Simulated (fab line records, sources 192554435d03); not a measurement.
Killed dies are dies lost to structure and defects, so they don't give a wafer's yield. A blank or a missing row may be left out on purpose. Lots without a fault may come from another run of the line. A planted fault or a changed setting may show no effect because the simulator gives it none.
fab line records | flow n5_finfet
record lots=24 wafers=72 last_day=17
route steps=1938 shown BEOL_M13@1660 BEOL_M14@1717
lots that met no fault: from a run of the same line without faults
start_h: hours from the record's first day to the start of the lot's first wafer shown | wait_h: hours since the lot's step before | " the same as in the row above | L1.1+2: a row that stands for several wafers | - no value, or no start given | * or withheld: withheld | < > ~ a bound
route shown NAME@n: a module of which the file shows steps, and the number in the route of the first | usual: mean/standard deviation of fault-free wafers | same: alike in all rows | chamber/n: place in a boat | sites: the reading at each site | _std_site: their standard deviation | _edge_site: outer sites' mean less inner sites' | radius_mm: how far each site lies from the wafer's centre | mask NAME#n: copy n | behind: the tool/chamber that last shaped the wafer | hold: why the lot was held/for how many hours/how that ended | device: the transistor (n, p or np) that didn't switch | end of line: the same wafers' tests at the end of the route | a step without rows: its recipe alone | killed: dies lost to structure and defects at the first sort, not the wafer's yield | map: a wafer's dies, x killed, . not, _ none there
set.NAME: the setting as run; set.NAME@STEP: as run at that earlier step | model.NAME: the simulator's own value behind a step, which no gauge read
steps of the route over a sample of lots; a table a step, a row a wafer
services: from which hour (start_h, from the record's first day; less than 0 if before it) a tool's chamber was out of use, for how many hours, and why
## steps
# step N5_BEOL_M13_THK_MEAS_01
# recipe reads=SiOC_of_BEOL_M13_ILD_DEP_00
# usual M13_ILD_THK=840/9.7
# columns lot.wafer tool chamber start_h wait_h M13_ILD_THK[nm]
L074.1 film_metro-01 - 233.73 0.1 824
L074.3 " - " " 835
L074.6 " - " " 842
L075.1 film_metro-01 - 234.28 0.1 833
L075.4 " - " " 851
L075.5 " - " " 843
L076.2 film_metro-01 - 238.10 0.1 833
L076.3 " - " " 837
L076.6 " - " " 845
L077.3 film_metro-02 - 256.01 0.1 833
L077.4 " - " " 848
L077.6 " - " " 842
L078.1 film_metro-02 - 262.99 0.1 842
L078.3 " - " " 835
L078.5 " - " " 855
L079.1 film_metro-02 - 270.85 0.1 829
L079.5 " - " " 849
L079.6 " - " " 852
L080.1 film_metro-01 - 276.76 0.1 832
L080.4 " - " " 846
L080.6 " - " " 847
L081.4 film_metro-02 - 285.22 0.0 844
L081.5 " - " " 839
L081.6 " - " " 857
L082.2 film_metro-01 - 290.83 0.1 848
L082.3 " - " " 844
L082.6 " - " " 853
L083.1 film_metro-01 - 295.06 0.1 834
L083.2 " - " " 830
L083.4 " - " " 853
L086.2 film_metro-01 - 295.81 0.1 850
L086.3 " - " " 843
L086.5 " - " " 854
L084.1 film_metro-02 - 300.63 0.1 831
L084.2 " - " " 824
L084.3 " - " " 830
L085.2 film_metro-02 - 301.84 0.1 840
L085.3 " - " " 840
L085.4 " - " " 858
L087.2 film_metro-02 - 314.64 0.1 827
L087.3 " - " " 821
L087.6 " - " " 834
L088.1 film_metro-01 - 323.83 0.1 836
L088.3 " - " " 829
L088.4 " - " " 843
L089.3 film_metro-01 - 323.96 0.1 835
L089.5 " - " " 839
L089.6 " - " " 843
L091.2 film_metro-01 - 334.34 0.1 838
L091.5 " - " " 841
L091.6 " - " " 837
L092.1 film_metro-01 - 337.12 0.1 840
L092.4 " - " " 848
L092.6 " - " " 846
L090.2 film_metro-01 - 337.51 0.1 838
L090.5 " - " " 841
L090.6 " - " " 842
L094.1 film_metro-01 - 360.23 0.1 833
L094.2 " - " " 836
L094.6 " - " " 848
L096.2 film_metro-02 - 366.06 0.1 849
L096.4 " - " " 850
L096.5 " - " " 866
L097.1 film_metro-01 - 367.05 0.1 829
L097.2 " - " " 834
L097.5 " - " " 839
L095.1 film_metro-01 - 367.62 0.1 843
L095.2 " - " " 840
L095.4 " - " " 846
L093.3 film_metro-01 - 368.40 0.1 835
L093.4 " - " " 848
L093.6 " - " " 838
# step N5_BEOL_M13_ETCH_67
# recipe chemistry=CF4 target=SiARC target_depth_a=1430 time_s=238.3 ion_energy_ev=80 pressure_mtorr=40 source_w=545 bias_w=36 Ar_flow_sccm=100 cf4_flow_sccm=100 ends=cleared
# usual drypump_motor_current_A=5.8/0.41 etch_rf_on_time_s=238/4.2 oes_product_au=0.67/0.065 rf_vpp_V=184.1/1.1 showerhead_plenum_p_Torr=2.14/0.048 throttle_valve_pct=15.54/0.23
# columns lot.wafer tool chamber start_h wait_h drypump_motor_current_A etch_rf_on_time_s oes_product_au rf_hours_counter_h rf_vpp_V showerhead_plenum_p_Torr throttle_valve_pct
L074.1 rie_diel-05 1 235.29 0.0 6.2 244 0.67 112 184.5 2.16 15.89
L074.3 " 3 " " 5.4 237 0.63 187 185.4 2.13 16.14
L074.6 " 2 " " 5.0 229 0.75 - 184.2 2.18 15.04
L075.1 rie_diel-01 0 236.88 0.0 5.6 236 0.64 153 185.5 2.14 15.62
L075.4 " 3 " " 5.2 235 0.82 13 184.4 2.19 15.25
L075.5 " 2 " " 5.7 238 0.70 - 182.9 2.09 15.36
L076.2 rie_diel-01 0 239.66 0.0 5.6 236 0.64 154 184.0 2.14 15.62
L076.3 " 1 " " 5.8 238 0.70 95 184.3 2.16 15.56
L076.6 " 3 " " 5.1 231 0.82 - 184.3 2.19 15.26
L077.3 rie_diel-01 2 258.24 0.0 5.7 238 0.70 79 183.6 2.08 15.37
L077.4 " 1 " " 5.7 242 0.70 101 184.9 2.16 15.57
L077.6 " 0 " " 5.6 239 0.64 - 183.9 2.14 15.61
L078.1 rie_diel-03 1 264.63 0.0 6.1 242 0.61 179 184.2 2.22 15.65
L078.3 " 3 " " 6.2 239 0.73 62 184.9 2.16 15.41
L078.5 " 0 " " 6.1 245 0.64 - 182.8 2.06 15.43
L079.1 rie_diel-01 2 272.22 0.0 5.7 238 0.68 85 182.3 2.08 15.37
L079.5 " 3 " " 5.2 232 0.80 - 185.3 2.18 15.29
L079.6 " 2 " " 5.7 239 0.69 - 181.9 2.08 15.38
L080.1 rie_diel-03 3 279.04 0.0 6.2 238 0.72 70 185.8 2.16 15.43
L080.4 " 3 " " 6.3 240 0.71 - 185.1 2.16 15.43
L080.6 " 0 " " 6.2 239 0.65 - 184.3 2.06 15.45
L081.4 rie_diel-03 1 286.78 0.0 6.2 243 0.61 191 186.7 2.22 15.65
L081.5 " 0 " " 6.1 243 0.64 - 184.2 2.06 15.46
L081.6 " 3 " " 6.2 241 0.71 - 183.8 2.16 15.46
L082.2 rie_diel-03 0 292.44 0.0 6.1 242 0.64 164 184.3 2.06 15.47
L082.3 " 3 " " 6.2 239 0.71 76 183.4 2.16 15.46
L082.6 " 0 " " 6.2 241 0.64 - 182.9 2.06 15.47
L083.1 rie_diel-01 3 297.69 0.0 5.1 232 0.77 37 184.1 2.18 15.30
L083.2 " 2 " " 5.7 238 0.68 96 183.2 2.08 15.40
L083.4 " 0 " " 5.6 236 0.63 178 183.7 2.13 15.65
L086.2 rie_diel-01 0 298.49 0.0 5.6 236 0.63 178 183.9 2.13 15.64
L086.3 " 2 " " 5.7 237 0.68 97 185.1 2.08 15.39
L086.5 " 0 " " 5.6 236 0.63 - 183.5 2.13 15.66
L084.1 rie_diel-03 0 302.93 0.0 6.2 244 0.63 169 181.9 2.06 15.45
L084.2 " 3 " " 6.2 239 0.70 81 184.9 2.16 15.45
L084.3 " 2 " " 5.5 237 0.62 176 184.5 2.14 15.64
L085.2 rie_diel-03 2 303.48 0.0 5.5 238 0.61 177 184.5 2.14 15.66
L085.3 " 3 " " 6.2 241 0.71 81 185.3 2.16 15.46
L085.4 " 0 " " 6.2 245 0.63 169 181.0 2.06 15.47
L087.2 rie_diel-01 0 316.25 0.0 5.6 238 0.63 183 184.3 2.13 15.65
L087.3 " 3 " " 5.1 231 0.77 43 185.1 2.18 15.32
L087.6 " 2 " " 5.7 237 0.67 - 182.7 2.08 15.41
L088.1 rie_diel-03 0 325.50 0.0 6.2 241 0.63 176 182.5 2.05 15.48
L088.3 " 3 " " 6.2 235 0.70 88 184.8 2.16 15.47
L088.4 " 2 " " 5.5 234 0.62 183 186.0 2.13 15.65
L089.3 rie_diel-01 2 325.90 0.0 5.7 241 0.67 106 182.6 2.07 15.40
L089.5 " 3 " " 5.1 233 0.77 - 184.2 2.17 15.32
L089.6 " 2 " " 5.7 236 0.68 - 183.5 2.07 15.40
L091.2 rie_diel-05 1 335.96 0.0 6.2 241 0.66 131 184.8 2.15 15.92
L091.5 " 2 " " 5.0 230 0.73 - 185.3 2.17 15.07
L091.6 " 3 " " 5.5 237 0.61 - 183.1 2.13 16.19
L092.1 rie_diel-03 0 338.87 0.0 6.2 243 0.63 180 182.5 2.05 15.48
L092.4 " 1 " " 6.2 244 0.59 210 183.2 2.21 15.69
L092.6 " 1 " " 6.1 243 0.60 - 184.2 2.21 15.70
L090.2 rie_diel-05 0 339.41 0.0 5.7 236 0.81 11 183.6 2.10 15.54
L090.5 " 3 " " 5.4 237 0.61 - 182.3 2.13 16.19
L090.6 " 0 " " 5.7 236 0.80 - 181.4 2.10 15.52
L094.1 rie_diel-03 2 361.73 0.0 5.5 238 0.61 195 185.1 2.13 15.67
L094.2 " 1 " " 6.1 246 0.59 214 183.9 2.21 15.71
L094.6 " 2 " " 5.5 239 0.60 - 184.5 2.13 15.68
L096.2 rie_diel-05 2 367.68 0.0 5.0 230 0.72 70 183.5 2.17 15.09
L096.4 " 1 " " 6.2 239 0.65 - 182.7 2.15 15.93
L096.5 " 2 " " 5.0 229 0.72 - 185.3 2.17 15.10
L097.1 rie_diel-03 2 368.89 0.0 5.4 237 0.60 198 185.1 2.13 15.68
L097.2 " 3 " " 6.2 240 0.68 102 183.4 2.15 15.50
L097.5 " 2 " " 5.5 235 0.60 - 183.8 2.13 15.67
L095.1 rie_diel-05 2 369.41 0.0 5.0 231 0.71 72 184.7 2.17 15.11
L095.2 " 1 " " 6.2 239 0.65 142 184.3 2.15 15.94
L095.4 " 0 " " 5.7 231 0.79 - 184.9 2.10 15.56
L093.3 rie_diel-03 1 369.88 0.0 6.2 246 0.59 217 184.9 2.21 15.71
L093.4 " 2 " " 5.5 237 0.60 198 184.5 2.13 15.69
L093.6 " 1 " " 6.2 245 0.59 - 183.6 2.21 15.70
# step N5_BEOL_M13_TRENCH_ETCH_34
# recipe chemistry=C4F8/O2/Ar target=SiOC target_depth_a=4134.7 mask_material=SOC pressure_mtorr=30 source_w=3000 bias_w=700 Ar_flow_sccm=400 C4F8_flow_sccm=15 O2_flow_sccm=8 he_inner_torr=15 he_outer_torr=30 time_s=162.6 ion_energy_ev=250
# usual drypump_motor_current_A=5.8/0.41 oes_product_au=0.79/0.075 rf_vpp_V=665.4/2.3 showerhead_plenum_p_Torr=3.41/0.077 throttle_valve_pct=24.10/0.24
# columns lot.wafer tool chamber start_h wait_h drypump_motor_current_A oes_product_au rf_hours_counter_h rf_vpp_V showerhead_plenum_p_Torr throttle_valve_pct
L074.1 rie_diel-05 1 235.66 0.0 6.2 0.79 113 666.4 3.44 24.54
L074.3 " 3 " " 5.4 0.73 188 664.9 3.39 24.68
L074.6 " 2 " " 5.0 0.88 - 666.9 3.48 23.64
L075.1 rie_diel-01 0 237.24 0.0 5.6 0.75 153 665.4 3.42 24.22
L075.4 " 3 " " 5.2 0.95 13 668.0 3.49 23.88
L075.5 " 2 " " 5.7 0.83 - 663.3 3.32 23.84
L076.2 rie_diel-01 0 240.02 0.0 5.6 0.75 155 665.7 3.42 24.20
L076.3 " 1 " " 5.7 0.82 95 665.7 3.45 24.17
L076.6 " 3 " " 5.2 0.95 - 666.2 3.49 23.89
L077.3 rie_diel-01 2 258.61 0.0 5.7 0.82 79 664.6 3.31 23.84
L077.4 " 1 " " 5.7 0.82 101 665.1 3.45 24.19
L077.6 " 0 " " 5.6 0.74 - 666.2 3.42 24.22
L078.1 rie_diel-03 1 264.99 0.0 6.2 0.73 179 668.8 3.54 24.18
L078.3 " 3 " " 6.2 0.86 62 667.8 3.46 24.03
L078.5 " 0 " " 6.2 0.77 - 661.9 3.29 23.90
L079.1 rie_diel-01 2 272.59 0.0 5.7 0.81 85 661.8 3.31 23.85
L079.5 " 3 " " 5.2 0.92 - 667.1 3.48 23.91
L079.6 " 2 " " 5.7 0.82 - 661.5 3.31 23.85
L080.1 rie_diel-03 3 279.40 0.0 6.2 0.84 70 666.2 3.46 24.04
L080.4 " 3 " " 6.2 0.85 - 666.2 3.46 24.04
L080.6 " 0 " " 6.2 0.76 - 661.7 3.28 23.90
L081.4 rie_diel-03 1 287.15 0.0 6.2 0.71 191 667.6 3.54 24.20
L081.5 " 0 " " 6.2 0.75 - 660.2 3.28 23.90
L081.6 " 3 " " 6.2 0.84 - 667.2 3.45 24.04
L082.2 rie_diel-03 0 292.81 0.0 6.2 0.76 164 661.9 3.28 23.92
L082.3 " 3 " " 6.2 0.84 76 666.5 3.45 24.05
L082.6 " 0 " " 6.2 0.76 - 662.7 3.28 23.91
L083.1 rie_diel-01 3 298.06 0.0 5.1 0.91 38 667.4 3.47 23.91
L083.2 " 2 " " 5.7 0.80 97 663.5 3.30 23.86
L083.4 " 0 " " 5.6 0.73 178 665.7 3.41 24.25
L086.2 rie_diel-01 0 298.85 0.0 5.6 0.72 178 665.7 3.41 24.23
L086.3 " 2 " " 5.7 0.80 97 662.4 3.30 23.87
L086.5 " 0 " " 5.6 0.73 - 665.4 3.41 24.24
L084.1 rie_diel-03 0 303.30 0.0 6.2 0.75 169 661.6 3.28 23.92
L084.2 " 3 " " 6.3 0.83 81 666.3 3.45 24.06
L084.3 " 2 " " 5.5 0.71 176 666.2 3.40 24.16
L085.2 rie_diel-03 2 303.85 0.0 5.5 0.72 177 664.7 3.40 24.18
L085.3 " 3 " " 6.3 0.83 82 667.1 3.45 24.05
L085.4 " 0 " " 6.2 0.75 169 661.7 3.28 23.91
L087.2 rie_diel-01 0 316.62 0.0 5.6 0.72 183 667.2 3.41 24.25
L087.3 " 3 " " 5.2 0.89 44 665.7 3.47 23.94
L087.6 " 2 " " 5.7 0.79 - 662.7 3.30 23.87
L088.1 rie_diel-03 0 325.87 0.0 6.2 0.74 176 660.5 3.27 23.94
L088.3 " 3 " " 6.2 0.83 88 666.2 3.45 24.07
L088.4 " 2 " " 5.5 0.71 184 664.1 3.40 24.18
L089.3 rie_diel-01 2 326.27 0.0 5.7 0.79 107 663.1 3.30 23.87
L089.5 " 3 " " 5.2 0.87 - 667.9 3.47 23.94
L089.6 " 2 " " 5.7 0.79 - 661.8 3.30 23.86
L091.2 rie_diel-05 1 336.33 0.0 6.3 0.78 131 665.2 3.43 24.58
L091.5 " 2 " " 5.0 0.85 - 667.2 3.47 23.66
L091.6 " 3 " " 5.4 0.71 - 664.4 3.38 24.70
L092.1 rie_diel-03 0 339.24 0.0 6.2 0.74 180 661.1 3.27 23.94
L092.4 " 1 " " 6.1 0.69 210 670.2 3.53 24.22
L092.6 " 1 " " 6.2 0.69 - 669.1 3.52 24.22
L090.2 rie_diel-05 0 339.78 0.0 5.7 0.94 11 663.5 3.36 24.21
L090.5 " 3 " " 5.4 0.71 - 665.6 3.38 24.72
L090.6 " 0 " " 5.7 0.94 - 663.5 3.36 24.23
L094.1 rie_diel-03 2 362.09 0.0 5.5 0.69 195 662.2 3.39 24.18
L094.2 " 1 " " 6.1 0.69 215 669.0 3.52 24.23
L094.6 " 2 " " 5.4 0.70 - 664.1 3.39 24.18
L096.2 rie_diel-05 2 368.05 0.0 5.0 0.83 71 667.1 3.47 23.69
L096.4 " 1 " " 6.2 0.76 - 664.2 3.42 24.59
L096.5 " 2 " " 5.0 0.83 - 667.3 3.47 23.68
L097.1 rie_diel-03 2 369.26 0.0 5.5 0.69 198 664.5 3.39 24.19
L097.2 " 3 " " 6.2 0.81 103 666.3 3.44 24.08
L097.5 " 2 " " 5.5 0.69 - 665.7 3.39 24.19
L095.1 rie_diel-05 2 369.77 0.0 5.0 0.84 72 667.7 3.47 23.70
L095.2 " 1 " " 6.2 0.76 143 665.3 3.42 24.58
L095.4 " 0 " " 5.7 0.92 - 664.2 3.36 24.23
L093.3 rie_diel-03 3 370.25 0.0 6.3 0.81 103 666.2 3.44 24.08
L093.4 " 1 " " 6.2 0.69 - 668.8 3.52 24.24
L093.6 " 2 " " 5.5 0.70 - 665.0 3.39 24.18
# step N5_BEOL_M13_SPUTTER_44
# recipe material=Ta target_thk_a=100 temp_c=50 bias_v=80 power_w=15000 chamber_pressure_pa=0.07 time_s=16.13
# usual chamber_pressure_pa=0.06999/0.00013 throttle_valve_pct=30.0/0.39
# columns lot.wafer tool chamber start_h wait_h chamber_pressure_pa throttle_valve_pct
L074.1 pvd_sputter-03 - 236.46 0.0 0.06971 30.0
L074.3 " - " " 0.06989 29.8
L074.6 " - " " 0.07004 29.9
L075.1 pvd_sputter-03 - 237.92 0.0 0.0699 29.8
L075.4 " - " " 0.07011 30.5
L075.5 " - " " 0.06982 29.6
L076.2 pvd_sputter-01 - 242.55 0.0 0.06997 29.6
L076.3 " - " " 0.06983 30.2
L076.6 " - " " 0.06995 30.0
L077.3 pvd_sputter-01 - 260.61 0.0 0.0699 30.0
L077.4 " - " " 0.0699 30.1
L077.6 " - " " 0.07009 29.6
L078.1 pvd_sputter-01 - 267.23 0.0 0.07004 30.0
L078.3 " - " " 0.07028 29.9
L078.5 " - " " 0.06996 29.6
L079.1 pvd_sputter-03 - 275.37 0.0 0.07011 30.1
L079.5 " - " " 0.07008 30.4
L079.6 " - " " 0.07003 30.0
L080.1 pvd_sputter-03 - 280.99 0.0 0.06978 30.3
L080.4 " - " " 0.0698 30.2
L080.6 " - " " 0.06976 30.2
L081.4 pvd_sputter-02 - 289.34 0.0 0.06988 29.9
L081.5 " - " " 0.07024 29.9
L081.6 " - " " 0.06997 29.4
L082.2 pvd_sputter-03 - 295.42 0.0 0.07014 29.5
L082.3 " - " " 0.07029 29.7
L082.6 " - " " 0.07022 29.7
L083.1 pvd_sputter-03 - 299.82 0.0 0.06989 30.3
L083.2 " - " " 0.0701 30.8
L083.4 " - " " 0.07 29.8
L086.2 pvd_sputter-03 - 300.14 0.0 0.06994 30.5
L086.3 " - " " 0.07002 30.1
L086.5 " - " " 0.07001 29.7
L084.1 pvd_sputter-01 - 306.27 0.0 0.07016 31.2
L084.2 " - " " 0.07 29.8
L084.3 " - " " 0.07016 29.4
L085.2 pvd_sputter-01 - 306.95 0.0 0.06992 29.9
L085.3 " - " " 0.06966 30.6
L085.4 " - " " 0.06995 29.9
L087.2 pvd_sputter-03 - 317.64 0.0 0.07004 29.8
L087.3 " - " " 0.06986 30.6
L087.6 " - " " 0.07 30.5
L088.1 pvd_sputter-03 - 329.79 0.0 0.07005 30.0
L088.3 " - " " 0.07002 29.8
L088.4 " - " " 0.07015 29.7
L089.3 pvd_sputter-03 - 330.15 0.0 0.06997 30.1
L089.5 " - " " 0.07015 30.8
L089.6 " - " " 0.07013 30.2
L091.2 pvd_sputter-03 - 337.12 0.0 0.06983 29.9
L091.5 " - " " 0.07001 30.7
L091.6 " - " " 0.0701 29.8
L092.1 pvd_sputter-01 - 339.99 0.0 0.07011 30.1
L092.4 " - " " 0.07012 29.6
L092.6 " - " " 0.06994 29.8
L090.2 pvd_sputter-01 - 345.65 0.0 0.06984 29.7
L090.5 " - " " 0.06981 29.6
L090.6 " - " " 0.07015 29.6
L094.1 pvd_sputter-02 - 363.03 0.0 0.07024 30.5
L094.2 " - " " 0.07018 29.4
L094.6 " - " " 0.06995 30.1
L096.2 pvd_sputter-01 - 369.53 0.0 0.06988 31.0
L096.4 " - " " 0.06984 29.8
L096.5 " - " " 0.0701 29.9
L097.1 pvd_sputter-03 - 371.46 0.0 0.07012 30.4
L097.2 " - " " 0.0701 30.1
L097.5 " - " " 0.07011 30.5
L095.1 pvd_sputter-03 - 371.86 0.0 0.07013 30.0
L095.2 " - " " 0.06993 30.5
L095.4 " - " " 0.06999 29.9
L093.3 pvd_sputter-01 - 372.09 0.0 0.0701 29.9
L093.4 " - " " 0.06984 29.7
L093.6 " - " " 0.06992 29.7
# step N5_BEOL_M13_RS_MEAS_54
# recipe thk_meas_gauge=four-point-probe reads=Cu_of_BEOL_M13_ECD_47+Ta_of_BEOL_M13_SPUTTER_44+TaN_of_BEOL_M13_SPUTTER_43
# usual M13_RS=0.0452/0.00071
# columns lot.wafer tool chamber start_h wait_h M13_RS[ohm/sq]
L074.1 film_metro-02 - 238.12 0.0 0.0451
L074.3 " - " " 0.0452
L074.6 " - " " 0.0437
L075.1 film_metro-02 - 239.00 0.0 0.0456
L075.4 " - " " 0.0451
L075.5 " - " " 0.0441
L076.2 film_metro-01 - 244.01 0.1 0.0452
L076.3 " - " " 0.0446
L076.6 " - " " 0.0452
L077.3 film_metro-02 - 261.71 0.1 0.0444
L077.4 " - " " 0.0446
L077.6 " - " " 0.0453
L078.1 film_metro-02 - 268.31 0.0 0.0450
L078.3 " - " " 0.0447
L078.5 " - " " 0.0449
L079.1 film_metro-01 - 276.46 0.0 0.0453
L079.5 " - " " 0.0449
L079.6 " - " " 0.0447
L080.1 film_metro-01 - 282.07 0.0 0.0454
L080.4 " - " " 0.0449
L080.6 " - " " 0.0462
L081.4 film_metro-02 - 290.92 0.0 0.0462
L081.5 " - " " 0.0459
L081.6 " - " " 0.0451
L082.2 film_metro-02 - 296.50 0.1 0.0452
L082.3 " - " " 0.0447
L082.6 " - " " 0.0454
L083.1 film_metro-02 - 300.90 0.0 0.0448
L083.2 " - " " 0.0449
L083.4 " - " " 0.0454
L086.2 film_metro-01 - 301.86 0.1 0.0457
L086.3 " - " " 0.0450
L086.5 " - " " 0.0455
L084.1 film_metro-01 - 307.40 0.0 0.0463
L084.2 " - " " 0.0450
L084.3 " - " " 0.0461
L085.2 film_metro-02 - 308.04 0.1 0.0454
L085.3 " - " " 0.0452
L085.4 " - " " 0.0452
L087.2 film_metro-01 - 319.03 0.1 0.0458
L087.3 " - " " 0.0446
L087.6 " - " " 0.0450
L088.1 film_metro-01 - 330.87 0.0 0.0455
L088.3 " - " " 0.0444
L088.4 " - " " 0.0457
L089.3 film_metro-02 - 331.24 0.1 0.0448
L089.5 " - " " 0.0452
L089.6 " - " " 0.0452
L091.2 film_metro-02 - 338.20 0.1 0.0449
L091.5 " - " " 0.0442
L091.6 " - " " 0.0455
L092.1 film_metro-01 - 341.57 0.0 0.0461
L092.4 " - " " 0.0467
L092.6 " - " " 0.0465
L090.2 film_metro-01 - 346.77 0.1 0.0444
L090.5 " - " " 0.0451
L090.6 " - " " 0.0443
L094.1 film_metro-01 - 364.45 0.0 0.0462
L094.2 " - " " 0.0463
L094.6 " - " " 0.0461
L096.2 film_metro-02 - 371.14 0.1 0.0438
L096.4 " - " " 0.0452
L096.5 " - " " 0.0440
L097.1 film_metro-02 - 372.54 0.0 0.0468
L097.2 " - " " 0.0458
L097.5 " - " " 0.0467
L093.3 film_metro-01 - 373.71 0.1 0.0446
L093.4 " - " " 0.0464
L093.6 " - " " 0.0460
L095.1 film_metro-01 - 373.83 0.0 0.0434
L095.2 " - " " 0.0452
L095.4 " - " " 0.0440
# step N5_BEOL_M14_THK_MEAS_01
# recipe reads=SiO2_of_BEOL_M14_ILD_DEP_00
# usual M14_ILD_THK=1129/16
# columns lot.wafer tool chamber start_h wait_h M14_ILD_THK[nm]
L074.1 film_metro-02 - 238.37 0.1 1135
L074.3 " - " " 1117
L074.6 " - " " 1149
L075.1 film_metro-02 - 239.25 0.1 1123
L075.4 " - " " 1131
L075.5 " - " " 1134
L076.2 film_metro-02 - 244.26 0.1 1121
L076.3 " - " " 1111
L076.6 " - " " 1139
L077.3 film_metro-02 - 261.96 0.1 1093
L077.4 " - " " 1130
L077.6 " - " " 1126
L078.1 film_metro-02 - 268.56 0.1 1133
L078.3 " - " " 1132
L078.5 " - " " 1131
L079.1 film_metro-02 - 276.79 0.2 1098
L079.5 " - " " 1096
L079.6 " - " " 1100
L080.1 film_metro-02 - 282.32 0.1 1099
L080.4 " - " " 1109
L080.6 " - " " 1124
L081.4 film_metro-01 - 291.17 0.0 1155
L081.5 " - " " 1160
L081.6 " - " " 1138
L082.2 film_metro-02 - 296.76 0.1 1131
L082.3 " - " " 1135
L082.6 " - " " 1141
L083.1 film_metro-02 - 301.15 0.1 1118
L083.2 " - " " 1122
L083.4 " - " " 1128
L086.2 film_metro-01 - 302.11 0.1 1152
L086.3 " - " " 1135
L086.5 " - " " 1147
L084.1 film_metro-02 - 307.65 0.1 1128
L084.2 " - " " 1140
L084.3 " - " " 1128
L085.2 film_metro-02 - 308.29 0.1 1109
L085.3 " - " " 1118
L085.4 " - " " 1123
L087.2 film_metro-01 - 319.29 0.1 1126
L087.3 " - " " 1107
L087.6 " - " " 1142
L088.1 film_metro-01 - 331.13 0.1 1126
L088.3 " - " " 1126
L088.4 " - " " 1131
L089.3 film_metro-02 - 331.50 0.1 1114
L089.5 " - " " 1130
L089.6 " - " " 1115
L091.2 film_metro-02 - 338.46 0.1 1127
L091.5 " - " " 1140
L091.6 " - " " 1151
L092.1 film_metro-01 - 341.83 0.1 1127
L092.4 " - " " 1147
L092.6 " - " " 1132
L090.2 film_metro-01 - 347.03 0.1 1142
L090.5 " - " " 1139
L090.6 " - " " 1147
L094.1 film_metro-01 - 364.70 0.1 1112
L094.2 " - " " 1119
L094.6 " - " " 1133
L096.2 film_metro-01 - 371.39 0.1 1096
L096.4 " - " " 1126
L096.5 " - " " 1140
L097.1 film_metro-01 - 372.79 0.1 1156
L097.2 " - " " 1127
L097.5 " - " " 1138
L093.3 film_metro-02 - 373.96 0.1 1130
L093.4 " - " " 1144
L093.6 " - " " 1143
L095.1 film_metro-01 - 374.08 0.1 1106
L095.2 " - " " 1121
L095.4 " - " " 1122
## services
# columns tool chamber start_h hours kind
rie_diel-01 - 232.90 2.8 pm
rie_diel-03 2 248.66 32.5 repair
rie_diel-05 - 255.94 4.4 repair
rie_diel-03 3 261.12 1.6 repair
rie_diel-05 0 261.54 - clean
rie_diel-05 0 261.54 - consumable_replace:focus_ring
rie_diel-05 - 265.35 34.4 repair
pvd_sputter-03 - 338.38 2.8 repair
rie_diel-03 1 349.49 7.0 repair
rie_diel-05 3 353.07 7.0 repair
## key
fault none
